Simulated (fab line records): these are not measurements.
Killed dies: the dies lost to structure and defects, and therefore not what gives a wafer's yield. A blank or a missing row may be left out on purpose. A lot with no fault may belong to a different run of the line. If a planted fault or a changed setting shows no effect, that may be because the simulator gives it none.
A single fault, viewed from 2 desks ; flow n5_finfet ; what lay behind the numbers comes last; until then each desk has only its own

DESK OF THE TOOL OWNER: pecvd-01
The tool's own readings at N5_ZERO_LAYER_PECVD_02 (deposits SiO2 from SiH4/N2O, target thk 10 nm, time 6 s): means of the sampled wafers that have a number, for each lot that ran on this tool. A lot is out of limits, marked OUT, if its mean lies more than 4 standard deviations from the usual mean; the brackets give that distance.
Columns: A = heater_power_outer_w at N5_ZERO_LAYER_PECVD_02, usual 465 W; B = heater_power_w at N5_ZERO_LAYER_PECVD_02, usual 773 W; C = showerhead_plenum_p_Torr at N5_ZERO_LAYER_PECVD_02, usual 8.09 Torr
lot;first seen here;A;B;C
L473;day 4 00:17;483;776;8.09
L475;day 4 12:17;437;676;7.98
L479;day 5 12:29;504;794;8.04
L481;day 6 00:17;499;778;8.02
This desk's finding: nothing out of limits on any of the 4 lots.

THE DEFECT DESK
Counts from the inspections along the route, per lot, as means over the sampled wafers that have a number. A lot is out of limits, marked OUT, if its mean lies more than 4 standard deviations from the usual mean; the brackets give that distance.
Columns: A = raw_defect_count at N5_START_INSPECT_01, usual 5.6
lot;first seen here;A
L471;day 3 12:02;5.0
L473;day 4 00:02;6.0
L475;day 4 12:02;4.7
L479;day 5 12:02;4.5
L481;day 6 00:02;7.7
L484;day 6 18:02;4.0
L485;day 7 00:02;5.7
This desk's finding: nothing out of limits on any of the 7 lots.

BROUGHT TOGETHER
Nothing out of limits was seen by the tool owner's desk.
No out-of-limits result turned up at the defect desk.

WHAT WAS PUT IN BY THE SIMULATOR
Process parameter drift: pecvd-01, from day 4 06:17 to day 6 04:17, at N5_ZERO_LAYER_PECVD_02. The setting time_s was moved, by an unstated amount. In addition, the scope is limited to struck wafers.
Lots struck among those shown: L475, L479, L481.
